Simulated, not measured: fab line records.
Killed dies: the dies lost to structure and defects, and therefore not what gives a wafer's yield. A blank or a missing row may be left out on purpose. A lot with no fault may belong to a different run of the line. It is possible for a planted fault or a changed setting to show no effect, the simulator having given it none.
Matching of chambers -- flow n5_finfet -- N5_GATE_CUT_CMP_02 on cmp-02: 4 sister chambers
The step polishes, stops on SiO2, t overpolish 12.7 s, target thk 0 nm. 8 wafers are shown with their chamber, then 10 later ones without.

## WAFERS, EACH WITH ITS CHAMBER
wafer,chamber,motor_current_A (A),overpolish_run_s (s)
L080.2,1,10.3,12.711
L081.4,0,7.9,12.703
L081.5,1,9.8,12.713
L082.1,3,8.3,12.692
L082.3,2,9.3,12.705
L082.4,0,7.7,12.685
L083.4,2,9.4,12.692
L083.5,3,8.5,12.686

## WAFERS MISSING THEIR CHAMBER
wafer,motor_current_A (A),overpolish_run_s (s)
L083.6,10.1,12.697
L091.1,8.5,12.710
L091.2,10.2,12.702
L091.4,9.5,12.688
L092.2,8.2,12.687
L092.3,10.0,12.714
L092.4,10.7,12.718
L095.4,8.4,12.694
L095.5,9.2,12.699
L095.6,9.9,12.703

## WHICH CHAMBER EACH ONE RAN IN
wafer,from the rows above,in truth
L083.6,can't be placed: 1 or 2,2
L091.1,can't be placed: 3 or 0 or 2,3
L091.2,1,1
L091.4,2,2
L092.2,can't be placed: 3 or 0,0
L092.3,1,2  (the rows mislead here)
L092.4,1,1
L095.4,3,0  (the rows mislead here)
L095.5,2,2
L095.6,can't be placed: 1 or 2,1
4 of 10 placed correctly. These rows do not allow placing 4 (true chamber among the candidates in 4). Wrongly placed: 2.
How it was worked out, from the rows above alone: a wafer's distance from a chamber is the root of the sum, over the readings, of the square of ((its reading less the chamber's mean) divided by the reading's scatter). If the next closest chamber is less than 2 further off than the closest, the wafer can't be placed; otherwise it belongs to the closest. For every chamber, the mean is computed from those of its wafers that are shown. The scatter: take each reading less its chamber's mean, square it, sum over the shown wafers, divide by the number of wafers less the number of chambers, and take the root.
